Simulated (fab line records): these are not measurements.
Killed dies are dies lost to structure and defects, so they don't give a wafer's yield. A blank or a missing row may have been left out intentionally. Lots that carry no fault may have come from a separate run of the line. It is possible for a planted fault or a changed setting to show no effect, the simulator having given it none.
Comparing a struck lot with a sound one	flow n5 finfet	39 steps out of a route of 1938
Sound: the wafers L809.2, L809.4, L809.6. Struck: wafers L815.4, L815.5, L815.6. At the end, the cause is stated.
For every step that has rows: the tool of each side, followed by ch and its chambers, followed by its first start. Under that, the readings that differ: sound wafers	struck wafers	difference of the means	sigmas: that difference in standard deviations of wafers without a fault.
alike: readings with means less than 2 such deviations apart, plus words and numbers identical on both sides. not compared: withheld readings, readings lacking a value on some wafer, bounds such as >300 that could conceal the same value, and numbers that have no deviation in the record and whose values overlap.
A row with sigmas, a row that says differs or no value, or rows on one side alone: a step with any of these is where the two part. Non-overlapping numbers with no deviation appear without sigmas and do not part them. A reading missing from all wafers of one side parts the sides only when that side holds two or more wafers.

first, 9 steps without rows for these wafers: N5_HKMG_FIN_PEB_10 (peb time 60 s); N5_HKMG_FIN_DEVELOP_11 (develop time 30 s); N5_HKMG_FIN_DESCUM_17 (chemistry O2, time 7.9 s); N5_HKMG_FIN_ETCH_31 (etches SiARC in CF4, target depth 45.5 nm, time 75.8 s); N5_HKMG_FIN_ETCH_32 (etches SOC in N2/H2, target depth 240 nm, time 300 s); N5_HKMG_FIN_STRIP_33 (strips in N2/H2); N5_HKMG_FIN_STRIP_34 (strips in CF4); N5_HKMG_FIN_ETCH_35 (etches SOC in N2/H2, target depth 215.8 nm, time 243.4 s); N5_HKMG_FIN_STRIP_92 (strips SOC in N2/H2, time 20 s).
N5_HKMG_FIN_WET_ETCH_18: etches TiN in SC1, time 55 s, target depth 5.2 nm, rinse time 30 s.
  sound on wet bench-01 ch 1,2,3, day 6 18:08; struck on wet bench-06 ch 0,2,5, day 8 13:39
  no value came back on the struck wafers for bath heat duty pct (%), diw flow mL min; on the sound wafers bath heat duty pct (%) reads 6.7 7.9 6.6
  not compared: bath guard temp C, temp c
then, 27 steps without rows for these wafers: N5_HKMG_FIN_STRIP_19 (strips in N2/H2, time 360 s); N5_HKMG_FIN_ALD_91 (deposits TiN, target thk 1 nm, pulse time 1 s, purge time 3 s); N5_HKMG_FIN_COAT_85 (time 60 s, resist thk 300 nm); N5_HKMG_FIN_ETCH_86 (etches SOC in N2/H2, stops on TiN, target depth 393.2 nm); N5_HKMG_FIN_STRIP_89 (strips SOC in N2/H2, time 20 s); N5_HKMG_FIN_WET_ETCH_87 (etches TiN in SC1, time 154.2 s, target depth 4.7 nm, rinse time 30 s); N5_HKMG_FIN_STRIP_88 (strips in N2/H2, time 360 s); N5_HKMG_FIN_NWFM_ALD_20 (deposits TiAlC, target thk 2 nm, pulse time 3 s, purge time 2 s); N5_HKMG_FIN_ALD_71 (deposits TiN, target thk 1 nm, pulse time 1 s, purge time 3 s); N5_HKMG_FIN_COAT_66 (time 60 s, resist thk 300 nm); N5_HKMG_FIN_ETCH_67 (etches SOC in N2/H2, stops on TiN, target depth 388.9 nm); N5_HKMG_FIN_STRIP_90 (strips SOC in N2/H2, time 20 s); N5_HKMG_FIN_WET_ETCH_73 (etches the open film in SC1, time 42.3 s, target depth 1.3 nm, rinse time 30 s); N5_HKMG_FIN_ETCHBACK_68 (etches the open film in Cl2/Ar, stops on HfO2, target depth 0.5 nm); N5_HKMG_FIN_STRIP_69 (strips in N2/H2, time 360 s); N5_HKMG_FIN_ALD_21 (deposits TiN, target thk 1.5 nm, pulse time 1 s, purge time 3 s); N5_HKMG_FIN_ALD_72 (deposits W, target thk 2 nm, pulse time 1 s, purge time 2 s); N5_HKMG_FIN_W_FILL_22 (material W, target thk 60 nm, time 18.2 s); N5_HKMG_FIN_PRECLEAN_83 (cleans in DIW, time 57.5 s); N5_HKMG_FIN_SRD_84 (dry time 32 s); N5_HKMG_FIN_CMP_23 (polishes, stops on SiNx, t overpolish 10 s, target thk 46.326 nm); N5_HKMG_FIN_CMP_94 (polishes, stops on SiNx, t overpolish 4.7 s, target thk 43.299 nm); N5_GATE_CUT_ETCHBACK_00 (etches W in SF6/Cl2); N5_GATE_CUT_ETCH_56 (etches TiN in Cl2/Ar, target depth 21.6 nm); N5_GATE_CUT_ETCHBACK_30 (etches TiN in Cl2/Ar, target depth 3 nm); N5_GATE_CUT_VAPOR_ETCH_60 (etches HfO2 in BCl3/Cl2); N5_GATE_CUT_ETCH_58 (etches SiNx in CH3F/O2, target depth 17 nm, time 128.6 s).
-- record jumps: 4 days separate the struck wafers' starts on either side; left off in module GATE_CUT, taken up again in module BEOL_M4, whose first shown step is the route's number 1111 --
N5_BEOL_M4_RC_MEAS_101:
  sound on prober-01 ch 0, day 10 14:41; struck on prober-02 ch 0, day 12 05:38
reading	sound	struck	difference	sigmas
IOFF_N (nA/um)	0.156 0.197 0.187	0.000 0.000 0.000	-0.180	-9
IOFF_N_85C (nA/um)	3.0 3.7 3.6	0.0 0.0 0.0	-3.4	-10
IOFF_N_LIN (nA/um)	0.074 0.089 0.085	0.000 0.000 0.000	-0.083	-11
IOFF_N_LONG (nA/um)	5.66e-05 5.76e-05 5.82e-05	3.14e-05 3.11e-05 3.13e-05	-2.62e-05	-14
ION_N (uA/um)	667 686 678	241 244 241	-435	-51
VT_N (mV)	250.2 243.9 245.8	456.8 453.8 455.7	+208.8	+87
VT_N_LONG (mV)	272.3 273.1 272.3	479.3 475.9 474.9	+204.1	+99 or more
VT_N_LVT (mV)	97.8 94.4 96.0	308.6 304.6 308.1	+211.0	+75
  alike: DIBL_N, DIBL_P, IOFF_P, ION_P, SS_N, SS_P, VT_P
-- a jump in the record: the struck wafers' starts before and after are 5 days apart (it breaks off in module BEOL_M4 and resumes in module PASSIVATION, where the first step shown is number 1936 of the route) --
N5_PASSIVATION_PROBE_49:
  rows exist in the record for the struck wafers here (prober-01, day 16 18:47), but not for the sound ones

== WHERE THEY PART ==
Last at N5_PASSIVATION_PROBE_49 as far as this record goes, first at N5_HKMG_FIN_WET_ETCH_18.

WHY: the cause the simulator had injected
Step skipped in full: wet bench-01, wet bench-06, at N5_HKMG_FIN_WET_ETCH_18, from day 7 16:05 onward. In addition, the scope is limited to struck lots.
